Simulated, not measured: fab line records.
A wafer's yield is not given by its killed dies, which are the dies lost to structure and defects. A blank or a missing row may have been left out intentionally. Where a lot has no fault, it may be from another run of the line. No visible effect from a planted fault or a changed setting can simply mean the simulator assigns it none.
fab line records | flow n5-finfet
[record] lots = 8 wafers = 24 last-day = 17
route steps=1938 shown DUMMY_GATE@246 SD_EPI_N@275 BEOL_M4@1111 PASSIVATION@1936
lots untouched by any fault: they come from a run of this same line in which no faults occurred
start-h: the number of hours between the record's first day and the start of the first shown wafer of the lot | wait-h: time in hours since the lot's previous step | " as in the row above | L1.1+2: several wafers, shown together as one row | - either no value or no given start | * or withheld: withheld | < > ~ a bound
route shown NAME@n: names a module that has steps shown in the file, with the first one's number in the route | usual: average and standard deviation across the fault-free wafers | same: alike in all rows | chamber/n: place in a boat | sites: the reading at each site | _std_site: their standard deviation | _edge_site: outer sites' mean less inner sites' | radius-mm: how far each site lies from the wafer's centre | mask NAME#n: copy n | behind: the most recent tool/chamber to have shaped the wafer | hold: why the lot went on hold/how many hours it stayed there/how the hold came to an end | device: the n, p or np transistor that did not switch | end of line: the route-end tests of the same wafers | a step with no rows: only its recipe | killed: dies lost to structure and defects at the first sort, not the wafer's yield | map: a wafer's dies, marking killed ones x, the rest . and places with no die _
set.NAME: the setting that was run; set.NAME@STEP: the one run at that earlier step | model.NAME: the simulator's own value behind a step, which no gauge read
a sample of lots followed through the steps of the route, with each step as a table and each wafer as a row
services: a tool's chamber out of use, with start hour (start-h, from the record's first day; less than 0 if before it), hours out, and reason
[[steps]]
[step N5_DUMMY_GATE_ETCH_32]
[recipe] chemistry = CF4 target = SiO2 target-depth-a = 35 time-s = 3.9 ion-energy-ev = 350 pressure-mtorr = 10 icp-w = 800 bias-w = 400 cf4-flow-sccm = 80
[usual] bias-w = 400.2/1.2 drypump-motor-current-A = 5.7/0.38 oes-product-au = 0.990/0.016 rf-fwd-power-W = 791/4 throttle-valve-pct = 21.74/0.2
// columns lot.wafer tool chamber start-h wait-h bias-w drypump-motor-current-A oes-product-au rf-fwd-power-W rf-hours-counter-h throttle-valve-pct
L424.2 rie-si-06 3 59.31 0.1 400.4 5.4 0.963 798 86 22.16
L424.4 " 0 " " 399.5 6.3 0.993 800 5 21.82
L424.6 " 3 " " 399.2 5.4 0.962 791 - 22.14
L430.1 rie-si-05 1 95.07 0.1 399.8 5.4 1.003 789 28 21.60
L430.3 " 3 " " 401.7 5.8 0.987 785 22 21.86
L430.6 " 2 " " 399.9 5.9 0.979 790 - 21.72
L434.4 rie-si-05 0 120.14 0.1 401.5 5.6 0.983 786 15 21.37
L434.5 " 2 " " 399.6 5.9 0.969 791 - 21.71
L434.6 " 3 " " 401.0 5.8 0.989 787 - 21.87
L435.3 rie-si-01 2 129.01 0.1 402.1 6.3 1.024 790 1 21.72
L435.4 " 2 " " 403.5 6.3 1.012 788 - 21.73
L435.6 " 0 " " 401.4 5.0 1.002 792 - 21.78
L437.1 rie-si-05 2 141.57 0.1 396.5 5.9 0.971 789 69 21.70
L437.2 " 3 " " 400.8 5.8 0.988 790 23 21.88
L437.4 " 1 " " 403.1 5.4 1.003 786 29 21.59
L439.1 rie-si-06 2 150.86 0.1 401.5 5.7 0.984 799 11 21.52
L439.3 " 0 " " 397.9 6.3 0.996 799 6 21.83
L439.6 " 1 " " 401.0 5.8 1.006 795 - 21.81
L441.2 rie-si-01 1 161.92 0.1 400.4 5.2 0.981 793 127 21.93
L441.4 " 1 " " 401.3 5.2 0.981 793 - 21.92
L441.6 " 2 " " 399.7 6.3 1.014 785 - 21.72
L445.2 rie-si-06 0 185.23 0.1 400.2 6.3 1.000 794 7 21.79
L445.3 " 3 " " 399.7 5.5 0.970 795 88 22.15
L445.5 " 1 " " 399.3 5.7 1.001 794 - 21.84
[step N5_DUMMY_GATE_ETCH_44]
[recipe] chemistry = HBr/O2 over-etch-frac = 0.7 target-depth-a = 1275 stop-on = SiO2 ion-energy-ev = 60 bias-w = 20 target = poly-Si mask-material = SiO2 pressure-mtorr = 20 icp-w = 400 HBr_flow_sccm = 120 O2_flow_sccm = 10
[usual] HBr_flow_sccm = 119.9/0.38 bias-w = 20.01/0.06 drypump-motor-current-A = 5.7/0.38 oes-product-au = 0.723/0.013 rf-fwd-power-W = 398.1/1.3 throttle-valve-pct = 18.47/0.2
// columns lot.wafer tool chamber start-h wait-h HBr_flow_sccm bias-w drypump-motor-current-A oes-product-au rf-fwd-power-W rf-hours-counter-h throttle-valve-pct
L424.2 rie-si-06 3 59.40 0.0 120.2 20.08 5.4 0.707 398.0 86 18.86
L424.4 " 0 " " 119.7 20.00 6.3 0.740 399.7 5 18.48
L424.6 " 3 " " 119.0 19.96 5.4 0.721 398.2 - 18.86
L430.1 rie-si-05 1 95.16 0.0 120.2 19.99 5.4 0.731 397.6 28 18.38
L430.3 " 3 " " 120.5 20.00 5.8 0.712 397.2 22 18.57
L430.6 " 2 " " 119.9 19.97 5.9 0.707 396.5 - 18.46
L434.4 rie-si-05 0 120.23 0.0 119.9 20.08 5.7 0.718 400.0 15 18.18
L434.5 " 2 " " 120.5 19.95 5.9 0.710 397.2 - 18.48
L434.6 " 3 " " 119.9 20.01 5.8 0.720 396.6 - 18.57
L435.3 rie-si-01 2 129.09 0.0 119.8 20.02 6.3 0.739 394.0 1 18.39
L435.4 " 2 " " 120.2 19.97 6.3 0.739 396.0 - 18.38
L435.6 " 0 " " 119.8 20.06 5.0 0.727 399.8 - 18.54
L437.1 rie-si-05 2 141.66 0.0 120.6 19.97 5.9 0.706 399.5 69 18.47
L437.2 " 3 " " 120.1 19.99 5.8 0.702 397.8 23 18.57
L437.4 " 1 " " 120.6 19.94 5.4 0.731 397.0 29 18.37
L439.1 rie-si-06 2 150.95 0.0 119.8 20.07 5.7 0.706 397.9 11 18.12
L439.3 " 0 " " 120.0 20.12 6.3 0.746 398.5 6 18.47
L439.6 " 1 " " 120.4 20.04 5.7 0.742 397.8 - 18.59
L441.2 rie-si-01 1 162.01 0.0 119.5 20.02 5.1 0.716 396.6 127 18.64
L441.4 " 1 " " 119.7 19.96 5.1 0.712 396.0 - 18.66
L441.6 " 2 " " 120.3 19.97 6.3 0.721 397.3 - 18.37
L445.2 rie-si-06 0 185.32 0.0 119.9 20.03 6.3 0.736 397.0 7 18.49
L445.3 " 3 " " 120.0 19.99 5.4 0.704 399.0 88 18.87
L445.5 " 1 " " 120.7 19.94 5.8 0.722 397.1 - 18.59
[step N5_SD_EPI_N_ETCH_35]
[recipe] chemistry = N2/H2 target = SOC overetch-a = 1080 mask-material = SiARC temp-c = 40 ion-energy-ev = 100 source-w = 3000 bias-w = 133 pressure-mtorr = 20 time-s = 486 n2-flow-sccm = 200 h2-flow-sccm = 200
[usual] bias-w = 133.0/0.41 drypump-motor-current-A = 6.0/0.49 oes-product-au = 0.70/0.059 rf-fwd-power-W = 2995/8.7 rf-vpp-V = 240.8/1.3 showerhead-plenum-p-Torr = 2.55/0.086 throttle-valve-pct = 23.63/0.27
// columns lot.wafer tool chamber start-h wait-h bias-w drypump-motor-current-A oes-product-au rf-fwd-power-W rf-hours-counter-h rf-vpp-V showerhead-plenum-p-Torr throttle-valve-pct
L424.2 rie-diel-01 2 61.10 0.0 132.1 6.6 0.66 2994 173 241.4 2.52 23.66
L424.4 " 3 " " 133.0 5.1 0.66 2980 193 238.8 2.41 23.55
L424.6 " 0 " " 133.1 5.5 0.83 3005 - 241.2 2.59 24.05
L430.1 rie-diel-05 1 97.36 0.0 132.3 6.2 0.63 3001 221 242.4 2.62 23.66
L430.3 " 0 " " 133.1 5.6 0.77 2993 54 240.7 2.47 23.24
L430.6 " 3 " " 133.1 5.5 0.73 2987 - 243.2 2.67 23.58
L434.4 rie-diel-01 3 121.99 0.0 133.2 5.1 0.66 2990 205 238.8 2.41 23.58
L434.5 " 0 " " 133.8 5.5 0.81 2991 - 242.2 2.59 24.07
L434.6 " 3 " " 133.2 5.1 0.66 3006 - 238.6 2.41 23.60
L435.3 rie-diel-05 1 131.04 0.0 132.8 6.3 0.62 2989 235 241.7 2.61 23.68
L435.4 " 2 " " 133.2 6.6 0.71 2979 126 240.5 2.55 23.55
L435.6 " 1 " " 133.0 6.2 0.62 2996 - 241.3 2.61 23.68
L437.1 rie-diel-05 1 143.93 0.0 133.3 6.3 0.62 3010 240 242.7 2.61 23.67
L437.2 " 2 " " 132.4 6.6 0.70 2994 131 240.6 2.55 23.55
L437.4 " 3 " " 133.0 5.6 0.71 2986 113 242.4 2.66 23.62
L439.1 rie-diel-05 2 152.74 0.0 133.8 6.6 0.70 2992 135 241.0 2.55 23.59
L439.3 " 0 " " 133.9 5.6 0.75 2969 77 240.1 2.46 23.28
L439.6 " 1 " " 133.2 6.3 0.61 3707 - 224.0 2.61 23.70
L441.2 rie-diel-04 0 163.60 0.1 133.0 6.6 0.63 2995 222 239.5 2.40 23.57
L441.4 " 0 " " 133.0 6.6 0.64 2996 - 240.1 2.40 23.57
L441.6 " 0 " " 132.7 6.6 0.64 2996 - 239.7 2.40 23.55
L445.2 rie-diel-04 3 191.77 0.0 132.8 5.7 0.65 2995 198 241.5 2.62 23.42
L445.3 " 0 " " 133.5 6.6 0.62 2980 235 239.3 2.40 23.57
L445.5 " 3 " " 132.9 5.7 0.65 3000 - 242.2 2.62 23.41
[step N5_SD_EPI_N_STRIP_38]
[recipe] chemistry = N2/H2 power-w = 1000 temp-c = 250 h2-frac = 0.65 overash-fraction = 0.3 pressure-mtorr = withheld n2-flow-sccm = 1750 h2-flow-sccm = 3250
[usual] drypump-motor-current-A = 6.1/0.3 heater-power-w = 314/17 oes-product-au = 0.761/0.011
// columns lot.wafer tool chamber start-h wait-h drypump-motor-current-A heater-power-w oes-product-au rf-hours-counter-h
L424.2 plasma-asher-01 0 61.79 0.1 5.7 322 0.770 34
L424.4 " 1 " " 5.9 294 0.772 -
L424.6 " 1 " " 5.9 288 0.758 -
L430.1 plasma-asher-02 1 98.05 0.1 6.5 323 0.737 94
L430.3 " 0 " " 6.4 336 0.759 -
L430.6 " 1 " " 6.6 323 0.788 -
L434.4 plasma-asher-02 0 122.73 0.1 6.4 333 0.766 -
L434.5 " 0 " " 6.4 329 0.759 -
L434.6 " 1 " " 6.5 328 0.762 -
L435.3 plasma-asher-02 1 131.75 0.1 6.5 322 0.752 -
L435.4 " 0 " " 6.4 332 0.753 -
L435.6 " 0 " " 6.4 322 0.743 -
L437.1 plasma-asher-01 1 144.63 0.1 5.9 290 0.770 51
L437.2 " 0 " " 5.7 312 0.766 51
L437.4 " 1 " " 5.9 291 0.766 -
L439.1 plasma-asher-01 0 153.43 0.1 5.8 321 0.758 53
L439.3 " 0 " " 5.8 311 0.765 -
L439.6 " 0 " " 5.8 317 0.763 -
L441.2 plasma-asher-01 0 164.58 0.1 5.8 320 0.762 55
L441.4 " 1 " " 5.9 295 0.765 -
L441.6 " 1 " " 6.0 287 0.774 -
L445.2 plasma-asher-02 1 192.46 0.1 6.5 325 0.772 111
L445.3 " 1 " " 6.5 313 0.762 -
L445.5 " 0 " " 6.4 330 0.764 -
[step N5_BEOL_M4_RC_MEAS_101]
[usual] DIBL_N = 36.3/1.2 DIBL_P = 36.1/1.6 IOFF_N = 0.161/0.023 IOFF_P = 0.209/0.027 ION_N = 676/8.9 ION_P = 462/5.3 SS_N = 71.5/0.51 SS_P = 73.2/0.5 VT_N = 249.1/2.5 VT_P = -249.9/2.8
// columns lot.wafer tool chamber start-h wait-h DIBL_N[mV/V] DIBL_P[mV/V] IOFF_N[nA/um] IOFF_P[nA/um] ION_N[uA/um] ION_P[uA/um] SS_N[mV/dec] SS_P[mV/dec] VT_N[mV] VT_P[mV]
L424.2 prober-01 0 180.05 0.2 36.8 35.5 0.161 0.221 675 463 71.3 73.0 250.1 -248.8
L424.4 " 0 " " 37.7 35.8 0.174 0.220 674 466 71.2 73.1 250.3 -249.0
L424.6 " 0 " " 36.8 34.7 0.162 0.213 664 460 71.5 73.5 248.5 -247.3
L430.1 prober-02 0 206.31 0.0 36.9 34.3 0.153 0.203 670 467 71.5 73.2 249.4 -248.5
L430.3 " 0 " " 37.7 35.4 0.170 0.221 667 462 71.7 72.8 247.7 -248.0
L430.6 " 0 " " 36.9 34.6 0.166 0.202 674 459 71.5 72.8 250.3 -252.3
L435.3 prober-02 0 241.71 0.3 38.5 37.1 0.182 0.229 678 466 72.4 73.8 249.7 -249.3
L435.4 " 0 " " 38.4 37.0 0.186 0.229 671 459 72.5 73.3 249.1 -247.8
L435.6 " 0 " " 36.0 35.3 0.138 0.193 658 455 71.4 73.3 255.3 -251.9
L434.4 prober-02 0 246.78 0.5 36.9 36.3 0.165 0.255 678 471 71.0 72.7 247.4 -244.3
L434.5 " 0 " " 35.8 35.2 0.153 0.231 678 470 71.1 72.7 244.7 -244.4
L434.6 " 0 " " 36.5 35.7 0.152 0.236 671 467 71.5 73.2 248.8 -244.2
L437.1 prober-02 0 249.03 0.0 35.0 35.2 0.151 0.197 676 467 71.9 72.5 247.9 -250.9
L437.2 " 0 " " 35.7 35.9 0.160 0.204 672 462 71.9 73.4 250.1 -250.7
L437.4 " 0 " " 34.0 33.4 0.135 0.174 665 457 71.0 72.6 251.5 -253.3
L439.1 prober-02 0 268.69 0.0 37.3 39.7 0.196 0.241 692 468 71.8 73.2 245.1 -249.5
L439.3 " 0 " " 37.7 39.0 0.200 0.229 687 466 72.1 74.0 247.1 -250.1
L439.6 " 0 " " 35.5 36.3 0.151 0.188 678 464 71.4 73.0 249.1 -253.0
L441.2 prober-01 0 278.76 0.2 36.1 35.0 0.166 0.211 678 459 71.1 72.2 248.8 -248.8
L441.4 " 0 " " 35.7 34.4 0.149 0.200 675 460 71.5 72.8 249.9 -248.3
L441.6 " 0 " " 36.0 35.0 0.155 0.201 680 468 71.2 72.9 250.0 -248.5
L445.2 prober-01 0 310.37 0.2 37.1 36.4 0.166 0.217 679 465 71.8 73.3 250.1 -246.2
L445.3 " 0 " " 36.0 35.6 0.143 0.202 674 463 71.9 73.1 250.6 -248.4
L445.5 " 0 " " 35.0 34.3 0.132 0.178 662 457 71.6 73.4 251.1 -248.6
[step N5_PASSIVATION_PROBE_49]
[usual] defect-limited-yield = 91.3/1.5 killed_at_M0_to_M3 = 35/10 killed_at_M4_up = 13/5.3 killed-at-contacts = 12/5.7 killed-at-front-end = 39/11 killed-at-other = 3.3/2.7 killed-dies = 102/18 killed-open = 67/13 killed-short = 34/7.8 sort_bin_5_function = 5.1/1 sort_bin_6_memory = 3.3/0.68 sort-n-pass = 1078/18 sort-yield-pct = 91.3/1.5
[same] gross-dies = 1180 killed-at-back-side = 0 sort_bin_4_leakage[%] = 0 sort_bin_8_speed[%] = 0
// columns lot.wafer tool chamber start-h wait-h defect-limited-yield[%] killed_at_M0_to_M3 killed_at_M4_up killed-at-contacts killed-at-front-end killed-at-other killed-dies killed-open killed-short sort_bin_5_function[%] sort_bin_6_memory[%] sort-n-pass sort-yield-pct[%]
L424.2 prober-01 - 279.59 0.5 89.1 39 15 22 51 2 129 87 40 6.5 4.3 1051 89.1
L424.4 prober-01 - 279.69 0.6 89.9 41 8 22 44 4 119 78 40 5.7 4.4 1061 89.9
L424.6 prober-01 - 279.79 0.7 90.2 28 19 9 55 5 116 82 32 5.8 3.3 1064 90.2
L435.3 prober-02 - 341.74 0.8 88.4 37 31 11 55 3 137 85 49 7.3 4.0 1043 88.4
L435.4 prober-02 - 341.79 0.8 89.7 43 17 16 44 2 122 81 40 5.9 3.8 1058 89.7
L435.6 prober-02 - 341.89 0.9 90.7 40 18 7 43 2 110 78 32 5.8 3.1 1070 90.7
L437.1 prober-02 - 356.71 0.0 91.0 55 6 11 34 0 106 68 38 5.0 3.6 1074 91.0
L437.2 prober-02 - 356.76 0.1 91.5 38 4 15 41 2 100 67 33 4.6 3.4 1080 91.5
L437.4 prober-02 - 356.86 0.2 91.5 38 6 10 45 1 100 64 36 4.9 3.2 1080 91.5
L441.2 prober-02 - 383.23 0.1 91.0 40 13 16 35 2 106 62 42 5.0 3.6 1074 91.0
L441.4 prober-02 - 383.33 0.2 91.8 34 11 22 30 0 97 63 33 4.4 3.3 1083 91.8
L441.6 prober-02 - 383.43 0.3 89.2 44 15 23 46 0 128 76 42 5.8 4.1 1052 89.2
// killed by level:class
L424.2 FIN_SAQP:geometric-particle:short=19 MOL_CONTACT_COAG:geometric-particle:open=19 STI_FIN_REVEAL:geometric-particle:open=14 BEOL_M0_SAQP:geometric-particle:open=11 BEOL_M1:geometric-particle:open=10 BEOL_M4:geometric-particle:open=7 BEOL_M0_SAQP:geometric-particle:short=5 BEOL_M3:geometric-particle:open=5
L424.4 MOL_CONTACT_COAG:geometric-particle:open=20 BEOL_M0_SAQP:geometric-particle:short=14 BEOL_M0_SAQP:geometric-particle:open=14 STI_FIN_REVEAL:geometric-particle:open=13 DUMMY_GATE:geometric-particle:open=6 STI_FIN_REVEAL:geometric-particle:short=5 GATE_CUT:geometric-particle:open=4 BEOL_M1:geometric-particle:open=4
L424.6 STI_FIN_REVEAL:geometric-particle:open=18 FIN_SAQP:geometric-particle:open=8 BEOL_M4:geometric-particle:open=8 MOL_CONTACT_COAG:geometric-particle:open=7 BEOL_M3:geometric-particle:open=7 FIN_SAQP:geometric-particle:short=6 DUMMY_GATE:geometric-particle:open=6 GATE_CUT:geometric-particle:short=5
L435.3 STI_FIN_REVEAL:geometric-particle:open=17 BEOL_M4:geometric-particle:open=14 BEOL_M0_SAQP:geometric-particle:short=13 BEOL_M0_SAQP:geometric-particle:open=10 MOL_CONTACT_COAG:geometric-particle:open=7 BEOL_M4:geometric-particle:short=7 STI_FIN_REVEAL:geometric-particle:short=6 FIN_SAQP:geometric-particle:open=5
L435.4 MOL_CONTACT_COAG:geometric-particle:open=13 FIN_SAQP:geometric-particle:open=11 FIN_SAQP:geometric-particle:short=10 BEOL_M3:geometric-particle:open=10 BEOL_M4:geometric-particle:open=10 STI_FIN_REVEAL:geometric-particle:open=8 BEOL_M0_SAQP:geometric-particle:open=6 BEOL_M0:geometric-particle:open=5
L435.6 STI_FIN_REVEAL:geometric-particle:open=12 BEOL_M1:geometric-particle:open=10 BEOL_M4:geometric-particle:open=10 BEOL_M3:geometric-particle:open=8 FIN_SAQP:geometric-particle:short=6 FIN_SAQP:geometric-particle:open=6 BEOL_M0_SAQP:geometric-particle:short=6 BEOL_M0_SAQP:geometric-particle:open=6
L437.1 BEOL_M1:geometric-particle:open=16 BEOL_M0_SAQP:geometric-particle:short=13 BEOL_M0_SAQP:geometric-particle:open=13 FIN_SAQP:geometric-particle:short=12 MOL_CONTACT_COAG:geometric-particle:open=11 BEOL_M2:geometric-particle:open=7 FIN_SAQP:geometric-particle:open=4 STI_FIN_REVEAL:geometric-particle:open=3
L437.2 MOL_CONTACT_COAG:geometric-particle:open=14 BEOL_M0_SAQP:geometric-particle:short=11 STI_FIN_REVEAL:geometric-particle:open=8 BEOL_M0_SAQP:geometric-particle:open=8 FIN_SAQP:geometric-particle:short=6 BEOL_M1:geometric-particle:open=6 FIN_SAQP:geometric-particle:open=5 DUMMY_GATE:geometric-particle:open=5
L437.4 FIN_SAQP:geometric-particle:short=13 BEOL_M0_SAQP:geometric-particle:short=9 BEOL_M1:geometric-particle:open=8 MOL_CONTACT_COAG:geometric-particle:open=7 BEOL_M2:geometric-particle:open=7 STI_FIN_REVEAL:geometric-particle:open=6 BEOL_M0_SAQP:geometric-particle:open=6 FIN_SAQP:geometric-particle:open=5
L441.2 MOL_CONTACT_COAG:geometric-particle:open=11 BEOL_M5:geometric-particle:open=10 FIN_SAQP:geometric-particle:short=8 BEOL_M0_SAQP:geometric-particle:open=8 BEOL_M0_SAQP:geometric-particle:short=8 BEOL_M1:geometric-particle:open=8 BEOL_M2:geometric-particle:open=6 FIN_SAQP:geometric-particle:open=5
L441.4 MOL_CONTACT_COAG:geometric-particle:open=18 BEOL_M0_SAQP:geometric-particle:short=14 DUMMY_GATE:geometric-particle:open=9 BEOL_M0_SAQP:geometric-particle:open=7 BEOL_M3:geometric-particle:open=7 FIN_SAQP:geometric-particle:short=6 MOL_CONTACT_COAG:geometric-particle:short=4 BEOL_M5:geometric-particle:open=4
L441.6 MOL_CONTACT_COAG:geometric-particle:open=18 BEOL_M0_SAQP:geometric-particle:short=15 BEOL_M0_SAQP:geometric-particle:open=11 GATE_CUT:geometric-particle:open=10 HKMG_FIN:area-etch=7 DUMMY_GATE:geometric-particle:open=5 GATE_CUT:geometric-particle:short=5 MOL_CONTACT_COAG:geometric-particle:short=5
[[services]]
// columns tool chamber start-h hours kind
rie-diel-04 0 40.18 2.6 repair
rie-si-05 - 48.03 1.3 repair
rie-si-01 1 60.09 4.1 repair
rie-si-01 2 81.04 - clean
rie-si-01 2 81.04 15.6 scheduled-down
rie-si-01 2 81.04 15.6 vent-cycle
rie-si-06 0 87.43 6.4 repair
rie-diel-01 - 88.48 28.1 pm
rie-diel-04 - 101.30 0.5 repair
rie-si-01 3 113.45 - clean
rie-si-01 3 113.45 - consumable-replace:esc
rie-si-01 3 113.45 22.4 scheduled-down
rie-si-01 3 113.45 22.4 vent-cycle
rie-diel-05 2 119.71 1.5 repair
plasma-asher-02 - 123.16 4.3 pm
rie-si-01 2 139.12 2.8 repair
rie-si-01 0 155.05 - clean
rie-si-01 0 155.05 18.9 scheduled-down
rie-si-01 0 155.05 18.9 vent-cycle
rie-diel-04 1 160.26 9.4 repair
rie-diel-05 1 168.24 - clean
rie-diel-01 - 182.64 29.3 repair
rie-si-05 - 183.76 15.6 pm
rie-si-06 3 185.94 30.7 repair
[[key]]
[first-sign] step = N5_SD_EPI_N_ETCH_35 reading = rf-fwd-power-W direction = up sigmas = 82 usual = * struck = *
[effect] step = N5_SD_EPI_N_ETCH_35 reading = rf-vpp-V direction = down sigmas = 13 usual = 240.8 struck = 224.0
met-at N5_SD_EPI_N_ETCH_35
struck-lots L439
struck-wafers L439.6
not-acting-at N5_DUMMY_GATE_ETCH_32,N5_DUMMY_GATE_ETCH_44,N5_SD_EPI_N_STRIP_38
onset-between 143.93 152.74
[fault] kind = process-parameter-drift tool = rie-diel-05 chamber = 1 onset-h = 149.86 steps = N5_SD_EPI_N_ETCH_35 channel = source-w offset = 720 shape = step acts-in = these-recipes-only stated = 3000
